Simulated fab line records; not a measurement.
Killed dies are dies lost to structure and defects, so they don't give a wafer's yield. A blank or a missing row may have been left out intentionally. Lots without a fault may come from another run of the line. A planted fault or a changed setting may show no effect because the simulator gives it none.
A lot that was struck, set against a sound lot / flow nand-harc / 14 out of 1302 route steps
Sound: wafers L379.3, L379.4, L379.6. Struck: wafer L393.6. (L393.1, L393.3 of the same lot were not struck and are left out.) The cause comes at the end.
Each step with rows lists, per side, the tool, then ch with its chambers, then its first start. Under that, the readings that differ: sound wafers / struck wafers / difference of the means / sigmas: that difference in standard deviations of wafers without a fault.
alike: a reading whose means differ by less than 2 such deviations, as well as words and numbers matching on both sides. not compared: withheld readings; readings where some wafer has no value; bounds like >300 that might hide an equal value; numbers whose values overlap and for which the record gives no deviation.
The two part at a step that has a row with sigmas, a row that says differs or no value, or rows on one side only. Numbers that don't overlap but have no deviation are shown without sigmas and don't part them. A reading that every wafer of one side lacks parts them only if that side has two wafers or more.

first, 8 steps without rows for these wafers: NHARC_P_BONDPAD_HMDS_02 (time 30 s); NHARC_P_BONDPAD_COAT_36 (time 65 s); NHARC_P_BONDPAD_COAT_03 (resist thk 600 nm); NHARC_P_BONDPAD_SOFTBAKE_04 (time 70 s); NHARC_P_BONDPAD_EBR_05; NHARC_P_BONDPAD_EXPOSE_06 (exposes mask P BPAD); NHARC_P_BONDPAD_PEB_07 (peb time 80 s); NHARC_P_BONDPAD_DEVELOP_08 (time 50 s).
NHARC_P_BONDPAD_CD_MEAS_09: target cd 500 nm.
  sound on cd-sem-02 ch 0, day 6 23:43; struck on cd-sem-01 ch 0, day 12 17:58
  alike: cd-nm
NHARC_P_BONDPAD_OVL_MEAS_38:
  sound on overlay-02 at day 6 23:48; struck on overlay-01 at day 12 18:03
reading=overlay-x-nm (nm); sound=-5 -5 -5; struck=15; difference=+20; sigmas=+4
  alike: overlay-y-nm
then, 1 step without rows for these wafers: NHARC_P_BONDPAD_HARDBAKE_10 (time 65 s).
NHARC_P_BONDPAD_DESCUM_11: chemistry O2, time 3 s.
  sound on rie-diel-08 ch 0,3, day 6 23:55; struck on rie-diel-11 ch 0, day 12 18:11
  alike: drypump-motor-current-A, mfc-ar-sccm, oes-product-au, rf-vpp-V, showerhead-plenum-p-Torr, throttle-valve-pct
  not compared: rf-hours-counter-h
NHARC_P_BONDPAD_ETCH_37: etches the open film in N2/H2, target depth 60 nm, overetch 18 nm, time 65.91 s.
  sound on rie-diel-08 ch 1,2, day 7 00:01; struck on rie-diel-11 ch 0, day 12 18:16
reading=oes-product-au (a.u.); sound=0.997 0.988 0.995; struck=0.789; difference=-0.204; sigmas=-21
  alike: drypump-motor-current-A, h2-flow-sccm, mfc-ar-sccm, rf-vpp-V, showerhead-plenum-p-Torr, throttle-valve-pct
  not compared: rf-hours-counter-h
NHARC_P_BONDPAD_ETCH_12: etches the open film in CHF3/O2, target depth 200 nm, time 100 s.
  sound: rie-diel-08 ch 1,2,3; struck: rie-diel-11 ch 0
reading=chf3-flow-sccm (sccm); sound=49.98 50.04 50.39; struck=49.73; difference=-0.41; sigmas=-3
  alike: drypump-motor-current-A, mfc-ar-sccm, oes-product-au, rf-vpp-V, showerhead-plenum-p-Torr, throttle-valve-pct
  not compared: rf-hours-counter-h

== WHERE THEY PART ==
At NHARC_P_BONDPAD_OVL_MEAS_38 first; at NHARC_P_BONDPAD_ETCH_12 last (within this record only).

WHY: whatever the simulator had introduced
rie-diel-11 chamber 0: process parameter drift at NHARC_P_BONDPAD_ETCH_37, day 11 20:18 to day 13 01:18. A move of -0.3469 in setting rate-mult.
